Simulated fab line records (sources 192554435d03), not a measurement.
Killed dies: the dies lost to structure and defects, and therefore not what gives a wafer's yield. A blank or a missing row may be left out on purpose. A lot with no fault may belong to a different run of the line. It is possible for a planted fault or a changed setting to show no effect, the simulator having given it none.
Split-lot trial / flow n5_finfet / 7 lots, 21 wafers read, on a route of 1938 steps

## THE SPLIT ITSELF
At N5_BEOL_M10_COAT_64 (time 60 s, resist thk 30 nm), the setting spin_rpm was moved away from the recipe's 1500 rpm on 7 of the 21 wafers read, by -4.1% to +10.9%. The other wafers ran this setting at the recipe's value.

## FROM THE SPLIT TO THE READING: what the file shows between them, 3 steps
- N5_BEOL_M10_COAT_22: resist thk 90 nm
- N5_BEOL_M10_EBR_24
- N5_BEOL_M10_DESCUM_33: chemistry O2, time 7.9 s

## THE READING
CAR-ArF_of_BEOL_M10_COAT_22.thk_nm (the simulator's own value, which no gauge read), in nm, at N5_BEOL_M10_ETCH_65 (etches SiARC in CF4, target depth 39 nm, time 65 s). No usual value for it is given in the file. Average 55.5 nm, standard deviation 0.18 nm, over the 14 wafers here run with the recipe.

wafer=L075.3; tool, chamber at the split=litho_track-05, 0; spin_rpm as run, rpm=1500; against the recipe=recipe; CAR-ArF_of_BEOL_M10_COAT_22.thk_nm, nm=55.4; against lot-mates on the recipe=-
wafer=L075.5; tool, chamber at the split=litho_track-05, 0; spin_rpm as run, rpm=1500; against the recipe=recipe; CAR-ArF_of_BEOL_M10_COAT_22.thk_nm, nm=55.4; against lot-mates on the recipe=-
wafer=L075.6; tool, chamber at the split=litho_track-05, 0; spin_rpm as run, rpm=1500; against the recipe=recipe; CAR-ArF_of_BEOL_M10_COAT_22.thk_nm, nm=55.6; against lot-mates on the recipe=-
wafer=L080.1; tool, chamber at the split=litho_track-05, 0; spin_rpm as run, rpm=1500; against the recipe=recipe; CAR-ArF_of_BEOL_M10_COAT_22.thk_nm, nm=55.6; against lot-mates on the recipe=-
wafer=L080.2; tool, chamber at the split=litho_track-05, 0; spin_rpm as run, rpm=1500; against the recipe=recipe; CAR-ArF_of_BEOL_M10_COAT_22.thk_nm, nm=55.4; against lot-mates on the recipe=-
wafer=L080.4; tool, chamber at the split=litho_track-05, 0; spin_rpm as run, rpm=1438; against the recipe=-4.1%; CAR-ArF_of_BEOL_M10_COAT_22.thk_nm, nm=54.8; against lot-mates on the recipe=-0.7
wafer=L081.1; tool, chamber at the split=litho_track-01, 0; spin_rpm as run, rpm=1647; against the recipe=+9.8%; CAR-ArF_of_BEOL_M10_COAT_22.thk_nm, nm=56.8; against lot-mates on the recipe=+1.6
wafer=L081.4; tool, chamber at the split=litho_track-01, 0; spin_rpm as run, rpm=1647; against the recipe=+9.8%; CAR-ArF_of_BEOL_M10_COAT_22.thk_nm, nm=56.8; against lot-mates on the recipe=+1.6
wafer=L081.6; tool, chamber at the split=litho_track-01, 0; spin_rpm as run, rpm=1500; against the recipe=recipe; CAR-ArF_of_BEOL_M10_COAT_22.thk_nm, nm=55.2; against lot-mates on the recipe=-
wafer=L087.1; tool, chamber at the split=litho_track-05, 0; spin_rpm as run, rpm=1500; against the recipe=recipe; CAR-ArF_of_BEOL_M10_COAT_22.thk_nm, nm=55.4; against lot-mates on the recipe=-
wafer=L087.3; tool, chamber at the split=litho_track-05, 0; spin_rpm as run, rpm=1500; against the recipe=recipe; CAR-ArF_of_BEOL_M10_COAT_22.thk_nm, nm=55.2; against lot-mates on the recipe=-
wafer=L087.4; tool, chamber at the split=litho_track-05, 0; spin_rpm as run, rpm=1500; against the recipe=recipe; CAR-ArF_of_BEOL_M10_COAT_22.thk_nm, nm=55.6; against lot-mates on the recipe=-
wafer=L089.2; tool, chamber at the split=litho_track-04, 0; spin_rpm as run, rpm=1500; against the recipe=recipe; CAR-ArF_of_BEOL_M10_COAT_22.thk_nm, nm=55.4; against lot-mates on the recipe=-
wafer=L089.4; tool, chamber at the split=litho_track-04, 0; spin_rpm as run, rpm=1663; against the recipe=+10.9%; CAR-ArF_of_BEOL_M10_COAT_22.thk_nm, nm=56.8; against lot-mates on the recipe=+1.4
wafer=L089.5; tool, chamber at the split=litho_track-04, 0; spin_rpm as run, rpm=1663; against the recipe=+10.9%; CAR-ArF_of_BEOL_M10_COAT_22.thk_nm, nm=56.8; against lot-mates on the recipe=+1.4
wafer=L090.1; tool, chamber at the split=litho_track-05, 0; spin_rpm as run, rpm=1500; against the recipe=recipe; CAR-ArF_of_BEOL_M10_COAT_22.thk_nm, nm=55.6; against lot-mates on the recipe=-
wafer=L090.2; tool, chamber at the split=litho_track-05, 0; spin_rpm as run, rpm=1554; against the recipe=+3.6%; CAR-ArF_of_BEOL_M10_COAT_22.thk_nm, nm=56; against lot-mates on the recipe=+0.4
wafer=L090.5; tool, chamber at the split=litho_track-05, 0; spin_rpm as run, rpm=1554; against the recipe=+3.6%; CAR-ArF_of_BEOL_M10_COAT_22.thk_nm, nm=56; against lot-mates on the recipe=+0.4
wafer=L094.1; tool, chamber at the split=litho_track-05, 0; spin_rpm as run, rpm=1500; against the recipe=recipe; CAR-ArF_of_BEOL_M10_COAT_22.thk_nm, nm=55.6; against lot-mates on the recipe=-
wafer=L094.5; tool, chamber at the split=litho_track-05, 0; spin_rpm as run, rpm=1500; against the recipe=recipe; CAR-ArF_of_BEOL_M10_COAT_22.thk_nm, nm=55.8; against lot-mates on the recipe=-
wafer=L094.6; tool, chamber at the split=litho_track-05, 0; spin_rpm as run, rpm=1500; against the recipe=recipe; CAR-ArF_of_BEOL_M10_COAT_22.thk_nm, nm=55.8; against lot-mates on the recipe=-

FIT RESULTS
A straight line over all 21 wafers: CAR-ArF_of_BEOL_M10_COAT_22.thk_nm changes by +0.129 nm for each +1% of spin_rpm; r = +0.96; the points scatter about the line by 0.16 nm.
The same after taking each lot's own level away (the mean of its wafers on the recipe; 21 wafers): +0.145 nm for each +1%; r = +0.98; scatter 0.13 nm.
The reading moves by 1.6 nm for the largest change in spin_rpm, on that fit.
From 55.20 to 55.73 nm: that is the span of the lots' own levels, equal to 2.9 times the standard deviation above.
So the lot-to-lot level changes the slope: the two fits differ.
Check: for one of the wafers moved furthest among these (+10.9%), held out of the fit, the line's prediction against its lot-mates is +1.61 nm. Against them it came out at +1.4 nm.

## OTHER SPLITS APPLIED TO THESE WAFERS
Note: prior to the reading, these wafers also went through further splits. Each is held against what the fit with the lots' levels taken away leaves over:
other split on the same wafers=N5_BEOL_M9_HM_DEP_02 target_thk_a; wafers away from the commonest value=8; r with CAR-ArF_of_BEOL_M10_COAT_22.thk_nm (lot level and that fit taken away)=+0.49
other split on the same wafers=N5_BEOL_M10_ETCH_62 time_s; wafers away from the commonest value=9; r with CAR-ArF_of_BEOL_M10_COAT_22.thk_nm (lot level and that fit taken away)=+0.09

## THE WHOLE CHAIN: every reading that the file lists as answering this split, in the file's order
step=N5_BEOL_M10_COAT_64; what it does=time 60 s, resist thk 30 nm; reading=SiARC_of_BEOL_M10_COAT_64.thk_nm (the simulator's own value, which no gauge read); change (the file's fit)=-0.141 nm for each +1% of the setting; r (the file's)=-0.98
step=N5_BEOL_M10_ETCH_65; what it does=etches SiARC in CF4, target depth 39 nm, time 65 s; reading=etch.depth_nm (the simulator's own value, which no gauge read); change (the file's fit)=-0.14 nm for each +1% of the setting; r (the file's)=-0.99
step=N5_BEOL_M10_ETCH_65; what it does=etches SiARC in CF4, target depth 39 nm, time 65 s; reading=CAR-ArF_of_BEOL_M10_COAT_22.thk_nm (the simulator's own value, which no gauge read); change (the file's fit)=+0.144 nm for each +1% of the setting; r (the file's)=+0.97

## THE FILE'S OWN FIT
CAR-ArF_of_BEOL_M10_COAT_22.thk_nm changes by +0.144 nm for each +1% of spin_rpm, r = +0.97.
